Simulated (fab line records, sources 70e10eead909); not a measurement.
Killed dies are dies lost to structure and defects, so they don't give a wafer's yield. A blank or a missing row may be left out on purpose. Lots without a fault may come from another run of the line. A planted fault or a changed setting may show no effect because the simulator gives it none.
fab line records | flow nand_harc
record lots=14 wafers=40 last_day=32
route steps=1302 shown A_WL_FILL@959 HYBRID_BOND@1237 THIN_TSV@1245 END@1302
lots that met no fault: from a run of the same line without faults
start_h: hours from the record's first day to the start of the lot's first wafer shown | wait_h: hours since the lot's step before | " the same as in the row above | L1.1+2: a row that stands for several wafers | - no value, or no start given | * or withheld: withheld | < > ~ a bound
route shown NAME@n: a module of which the file shows steps, and the number in the route of the first | usual: mean/standard deviation of fault-free wafers | same: alike in all rows | chamber/n: place in a boat | sites: the reading at each site | _std_site: their standard deviation | _edge_site: outer sites' mean less inner sites' | radius_mm: how far each site lies from the wafer's centre | mask NAME#n: copy n | behind: the tool/chamber that last shaped the wafer | hold: why the lot was held/for how many hours/how that ended | device: the transistor (n, p or np) that didn't switch | end of line: the same wafers' tests at the end of the route | a step without rows: its recipe alone | killed: dies lost to structure and defects at the first sort, not the wafer's yield | map: a wafer's dies, x killed, . not, _ none there
set.NAME: the setting as run; set.NAME@STEP: as run at that earlier step | model.NAME: the simulator's own value behind a step, which no gauge read
steps of the route over a sample of lots; a table a step, a row a wafer
services: from which hour (start_h, from the record's first day; less than 0 if before it) a tool's chamber was out of use, for how many hours, and why
## steps
# step NHARC_A_WL_FILL_STRIP_27
# recipe power_w=1500 temp_c=250 time_s=20 chemistry=N2/H2
# usual drypump_motor_current_A=5.8/0.42 heater_power_w=328/31 temp_c=250.02/0.17
# columns lot.wafer tool chamber start_h wait_h drypump_motor_current_A heater_power_w rf_hours_counter_h temp_c
L628.2 plasma_asher-02 1 441.75 0.1 6.1 339 6 249.87
L628.3 " 0 " " 6.2 283 - 249.70
L628.6 " 0 " " 6.2 280 - 249.69
L629.3 plasma_asher-02 1 449.86 0.2 6.1 338 - 249.98
L629.6 " 0 " " 6.2 286 - 249.99
L629.5 " 1 " " 6.1 339 - 250.26
L632.1 plasma_asher-01 1 470.65 0.1 5.2 326 25 249.98
L632.4 " 1 " " 5.2 332 - 250.27
L632.6 " 0 " " 5.6 353 - 250.22
L630.2 plasma_asher-02 0 470.65 0.1 6.2 282 11 249.97
L630.4 " 0 " " 6.2 283 - 250.09
L630.5 " 0 " " 6.2 284 - 250.12
L633.2 plasma_asher-02 1 496.37 0.1 6.2 350 15 250.14
L633.3 " 1 " " 6.1 349 - 249.89
L633.6 " 0 " " 6.2 291 - 250.06
L631.4 plasma_asher-02 0 496.55 0.2 6.2 286 - 250.16
L631.3 " 1 " " 6.1 354 - 250.01
L631.5 " 0 " " 6.2 291 - 249.92
L637.2 plasma_asher-01 1 539.95 0.1 5.2 317 7 250.16
L637.1 " 0 " " 5.6 360 7 250.04
L637.6 " 0 " " 5.6 369 - 250.15
L638.2 plasma_asher-01 1 544.38 0.6 5.2 327 9 250.24
L638.1 " 0 " " 5.6 367 9 249.91
L638.4 " 0 " " 5.6 362 - 249.88
L640.2 plasma_asher-01 0 566.77 0.1 5.6 372 20 250.09
L645.1 plasma_asher-02 0 619.43 0.1 6.2 288 5 250.18
L645.5 " 1 " " 6.1 338 - 249.89
L645.6 " 0 " " 6.2 289 - 250.16
L646.3 plasma_asher-01 0 619.78 0.2 5.6 384 - 250.11
L646.5 " 1 " " 5.2 316 - 250.16
L646.6 " 0 " " 5.6 362 - 249.67
L650.1 plasma_asher-02 0 658.61 0.1 6.2 286 13 249.94
L650.2 " 1 " " 6.1 335 13 250.14
L650.4 " 1 " " 6.2 338 - 250.03
L649.2 plasma_asher-01 0 662.13 0.2 5.6 368 41 250.24
L649.4 " 1 " " 5.2 322 - 250.06
L649.5 " 0 " " 5.6 370 - 250.05
L651.2 plasma_asher-01 0 668.64 0.1 5.6 364 42 250.01
L651.1 " 1 " " 5.2 318 42 250.01
L651.3 " 1 " " 5.2 321 - 250.04
# step NHARC_HYBRID_BOND_ACTIVATE_00
# recipe time_s=60 n2_flow_sccm=200 ar_flow_sccm=0 bias_power_w=0 chemistry=N2
# usual drypump_motor_current_A=6.0/0.58 oes_product_au=0.995/0.011 rf_vpp_V=64.3/0.82 showerhead_plenum_p_Torr=1.79/0.066
# columns lot.wafer tool chamber start_h wait_h drypump_motor_current_A oes_product_au rf_hours_counter_h rf_vpp_V showerhead_plenum_p_Torr
L628.2 rie_diel-09 2 512.11 0.1 5.8 0.991 3 63.8 1.88
L628.3 " 1 " " 6.2 0.989 4 65.2 1.85
L628.6 " 3 " " 6.8 1.010 - 63.7 1.75
L629.3 rie_diel-09 2 518.83 0.1 5.8 0.993 3 65.0 1.88
L629.6 " 2 " " 5.8 0.989 - 64.3 1.88
L629.5 " 3 " " 6.8 1.000 - 63.2 1.75
L630.4 rie_diel-09 2 534.18 0.1 5.8 0.988 4 63.4 1.88
L630.2 " 3 " " 6.8 0.992 4 63.8 1.75
L630.5 " 2 " " 5.8 0.990 - 64.0 1.88
L632.1 rie_diel-08 1 535.46 0.1 5.6 1.003 3 64.3 1.70
L632.4 " 1 " " 5.6 1.001 - 65.3 1.70
L632.6 " 1 " " 5.6 1.004 - 63.1 1.70
L631.3 rie_diel-09 1 564.39 0.1 6.2 0.967 9 65.1 1.85
L631.4 " 2 " " 5.8 0.983 7 63.8 1.88
L631.5 " 1 " " 6.2 0.977 - 63.5 1.85
L633.3 rie_diel-07 3 568.60 0.1 4.7 1.007 46 63.5 1.68
L633.2 " 0 " " 4.8 0.999 24 63.9 1.81
L633.6 " 2 " " 6.1 0.993 - 65.0 1.81
L637.2 rie_diel-07 1 609.68 0.1 5.7 1.009 51 63.3 1.88
L637.1 " 2 " " 6.1 0.996 55 64.8 1.81
L637.6 " 3 " " 4.6 0.996 - 63.9 1.67
L638.1 rie_diel-09 2 614.70 0.1 5.8 0.982 10 64.2 1.87
L638.4 " 3 " " 6.8 0.991 10 65.6 1.75
L638.2 " 0 " " 6.1 0.996 11 62.9 1.79
L640.2 rie_diel-09 1 634.62 0.1 6.2 0.980 14 64.2 1.84
L646.3 rie_diel-09 1 683.16 0.1 6.2 0.995 2 64.7 1.84
L646.6 " 0 " " 6.1 1.005 - 63.0 1.79
L646.5 " 1 " " 6.2 0.985 - 64.2 1.84
L645.1 rie_diel-09 1 685.64 0.1 6.2 0.985 2 64.7 1.84
L645.6 " 1 " " 6.2 0.983 - 65.2 1.84
L645.5 " 2 " " 5.8 0.996 - 65.2 1.87
L650.2 rie_diel-08 0 728.43 0.1 5.0 1.000 5 64.8 1.77
L650.4 " 1 " " 5.6 1.000 6 64.0 1.69
L650.1 " 2 " " 6.1 0.998 6 65.4 1.64
L649.2 rie_diel-09 0 730.52 0.1 6.0 1.003 8 64.5 1.79
L649.4 " 2 " " 5.7 0.995 6 63.7 1.87
L649.5 " 0 " " 6.1 1.000 - 64.2 1.79
L651.1 rie_diel-09 2 736.30 0.1 5.8 0.992 6 66.5 1.87
L651.2 " 3 " " 6.8 0.999 7 64.7 1.74
L651.3 " 0 " " 6.1 0.993 8 64.8 1.79
# step NHARC_THIN_TSV_CMP_01
# recipe target_thk_um=3
# usual motor_current_A=11.7/1.3
# columns lot.wafer tool chamber start_h wait_h motor_current_A
L628.3 cmp-04 3 549.47 0.6 14.2
L628.2 " 1 " " 12.8
L628.6 " 0 " " 11.9
L629.3 cmp-01 0 551.85 0.6 11.0
L629.5 " 0 " " 11.2
L629.6 " 1 " " 11.8
L630.4 cmp-04 0 553.05 0.4 11.7
L630.2 " 2 " " 10.4
L630.5 " 1 " " 12.3
L632.4 cmp-02 3 554.30 0.5 10.5
L632.1 " 1 " " 10.5
L632.6 " 2 " " 11.2
L631.4 cmp-01 3 575.94 0.4 14.0
L631.3 " 1 " " 11.3
L631.5 " 3 " " 13.1
L633.3 cmp-02 2 579.74 0.7 11.5
L633.2 " 0 " " 12.5
L633.6 " 2 " " 11.3
L637.1 cmp-01 3 621.45 1.0 13.6
L637.2 " 2 " " 10.5
L637.6 " 0 " " 11.5
L638.4 cmp-01 1 628.92 0.4 10.9
L638.1 " 2 " " 10.9
L638.2 " 0 " " 11.2
L640.2 cmp-02 3 650.84 0.9 10.8
L646.3 cmp-02 1 693.92 0.7 10.1
L646.6 " 2 " " 11.9
L646.5 " 3 " " 10.6
L645.1 cmp-04 2 695.13 1.1 10.0
L645.5 " 3 " " 14.9
L645.6 " 0 " " 12.2
L650.4 cmp-04 2 739.65 0.4 9.5
L650.2 " 3 " " 14.6
L650.1 " 1 " " 12.6
L649.2 cmp-01 1 740.87 0.9 11.5
L649.4 " 2 " " 9.8
L649.5 " 0 " " 11.5
L651.2 cmp-02 1 747.11 0.8 9.9
L651.3 " 3 " " 11.3
L651.1 " 0 " " 12.4
# step NHARC_THIN_TSV_CD_MEAS_12
# recipe target_cd_nm=1000 landing_energy_ev=500
# usual cd_nm=1000.4/2.1
# columns lot.wafer tool chamber start_h wait_h cd_nm
L628.2 cd_sem-03 0 550.92 - 997.3
L628.3 " 0 " " 998.6
L628.6 " 0 " " 997.7
L629.3 cd_sem-01 0 553.04 - 998.0
L629.5 " 0 " " 998.5
L629.6 " 0 " " 998.6
L630.2 cd_sem-01 0 554.24 - 1001.6
L630.4 " 0 " " 1001.2
L630.5 " 0 " " 1001.9
L632.1 cd_sem-01 0 555.59 - 1001.7
L632.4 " 0 " " 1001.6
L632.6 " 0 " " 1003.2
L631.3 cd_sem-01 0 577.26 - 1001.0
L631.4 " 0 " " 1001.5
L631.5 " 0 " " 1002.1
L633.2 cd_sem-03 0 581.04 - 997.8
L633.3 " 0 " " 999.3
L633.6 " 0 " " 996.9
L637.1 cd_sem-03 0 622.77 - 1001.5
L637.2 " 0 " " 1002.7
L637.6 " 0 " " 1002.5
L638.1 cd_sem-03 0 630.23 - 998.6
L638.2 " 0 " " 1000.3
L638.4 " 0 " " 999.6
L640.2 cd_sem-01 0 652.08 - 1003.8
L646.3 cd_sem-03 0 695.04 - 1001.7
L646.5 " 0 " " 999.1
L646.6 " 0 " " 1001.6
L645.1 cd_sem-02 0 696.25 - 1001.2
L645.5 " 0 " " 1001.7
L645.6 " 0 " " 1000.0
L650.1 cd_sem-03 0 740.84 - 1003.7
L650.2 " 0 " " 1002.0
L650.4 " 0 " " 1002.0
L649.2 cd_sem-03 0 742.01 - 1002.4
L649.4 " 0 " " 1002.9
L649.5 " 0 " " 1003.0
L651.1 cd_sem-03 0 748.30 - 998.1
L651.2 " 0 " " 997.9
L651.3 " 0 " " 997.0
# step NHARC_END_SORT_01
# recipe temp_c=25
# usual killed_at_array=62/18 killed_at_other=0.9/1.2 killed_at_periphery=4.2/2.9 killed_dies=67/17 killed_open=3.6/1.9 killed_short=2.5/1.6
# same gross_dies=677
# columns lot.wafer tool chamber start_h wait_h killed_at_array killed_at_other killed_at_periphery killed_dies killed_open killed_short
L637.1 prober-02 0 637.62 2.5 58 1 1 60 3 0
L637.2 prober-02 0 638.42 2.8 150 3 2 155 2 6
L637.6 prober-02 0 641.63 4.0 51 0 4 55 2 4
L638.1 prober-02 0 647.57 2.5 72 0 1 73 4 1
L638.2 prober-02 0 648.37 2.8 178 0 1 179 1 4
L638.4 prober-02 0 649.95 3.4 73 0 1 74 3 2
# killed by level:class
L637.1 A_CHANNEL_HOLE_D1:chamber_film_flake=32 A_CHANNEL_HOLE_D2:chamber_film_flake=16 A_CHANNEL_FILL_D1:geometric_particle:open=2 A_DECK1_JOINT:chamber_film_flake=2 A_SLIT:chamber_film_flake=2 A_ONON_D2:geometric_particle:open=1 P_ZERO_WELL:chamber_film_flake=1 A_CHANNEL_FILL_D2:chamber_film_flake=1
L637.2 A_WL_FILL:unspecified=98 A_CHANNEL_HOLE_D1:chamber_film_flake=23 A_CHANNEL_HOLE_D2:chamber_film_flake=16 A_M0:geometric_particle:short=2 A_SLIT:chamber_film_flake=2 A_CONTACT:chamber_film_flake=2 THIN_TSV:chamber_film_flake=2 P_M1:geometric_particle:short=1
L637.6 A_CHANNEL_HOLE_D1:chamber_film_flake=28 A_CHANNEL_HOLE_D2:chamber_film_flake=16 A_DECK1_JOINT:chamber_film_flake=2 A_CONTACT:chamber_film_flake=2 P_STI:geometric_particle:short=1 P_M0:geometric_particle:short=1 P_M1:geometric_particle:open=1 A_ONON_D1:geometric_particle:short=1
L638.1 A_SLIT:chamber_film_flake=38 A_CHANNEL_HOLE_D1:chamber_film_flake=25 A_M0:geometric_particle:open=2 A_STAIRCASE:chamber_film_flake=2 A_SGD_CUT:chamber_film_flake=2 P_GATE:geometric_particle:short=1 A_CHANNEL_HOLE_D1:geometric_particle:open=1 A_CHANNEL_FILL_D1:geometric_particle:open=1
L638.2 A_WL_FILL:unspecified=106 A_CHANNEL_HOLE_D1:chamber_film_flake=35 A_SLIT:chamber_film_flake=28 A_CHANNEL_FILL_D1:geometric_particle:short=3 A_STAIRCASE:chamber_film_flake=2 A_CHANNEL_FILL_D2:geometric_particle:short=1 A_WL_FILL:geometric_particle:open=1 P_STI:chamber_film_flake=1
L638.4 A_CHANNEL_HOLE_D1:chamber_film_flake=34 A_SLIT:chamber_film_flake=28 A_SGD_CUT:chamber_film_flake=4 A_CONTACT:chamber_film_flake=2 A_ONON_D1:geometric_particle:short=1 A_CHANNEL_HOLE_D1:geometric_particle:open=1 A_CHANNEL_FILL_D1:geometric_particle:open=1 A_CHANNEL_FILL_D1:geometric_particle:short=1
## services
# columns tool chamber start_h hours kind
plasma_asher-02 - 451.15 3.6 repair
cmp-01 - 455.50 4.0 pm
rie_diel-09 - 473.18 9.0 pm
cmp-01 - 473.57 0.5 repair
cmp-02 - 478.25 0.3 repair
cmp-02 - 482.53 2.2 repair
cmp-01 - 485.49 0.5 repair
cmp-02 - 488.43 1.5 repair
cmp-01 - 494.39 0.8 repair
plasma_asher-01 - 502.40 9.0 pm
cmp-02 - 502.58 4.0 pm
rie_diel-09 2 521.95 9.6 repair
cmp-01 - 553.50 4.0 pm
cmp-01 - 574.16 0.3 repair
plasma_asher-02 - 579.16 9.0 pm
cmp-01 - 594.14 0.4 repair
cmp-02 - 600.58 4.0 pm
rie_diel-09 3 606.88 3.6 repair
cmp-01 - 618.33 0.4 repair
rie_diel-09 2 637.68 11.5 repair
rie_diel-09 - 650.18 9.0 pm
cmp-01 - 651.50 4.0 pm
cmp-01 - 669.99 0.5 repair
plasma_asher-01 - 679.40 9.0 pm
## key
first_sign step=NHARC_END_SORT_01 reading=killed_dies direction=up sigmas=5.8 usual=67 struck=167
effect step=NHARC_END_SORT_01 reading=killed_at_array direction=up sigmas=5.8 usual=62 struck=164
more_kills_born_at NHARC_A_WL_FILL_STRIP_27@plasma_asher-01=204
met_at NHARC_A_WL_FILL_STRIP_27
struck_lots L637,L638
struck_wafers L637.2,L638.2
tester_left_out L637,L638
not_acting_at NHARC_HYBRID_BOND_ACTIVATE_00,NHARC_THIN_TSV_CMP_01,NHARC_THIN_TSV_CD_MEAS_12
onset_between 470.65 539.95
fault kind=chamber_particle_source tool=plasma_asher-01 chamber=1 onset_h=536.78 steps=NHARC_A_WL_FILL_STRIP_27 rate_per_visit_cm2=2.0402 end_h=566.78
# tester_left_out: of these lots the tester's yield and bins aren't shown, on N5 and GAA mostly nor the transistor test; their killed dies are dies lost to structure and defects alone, not to doping, threshold or leakage, so they don't give the yield
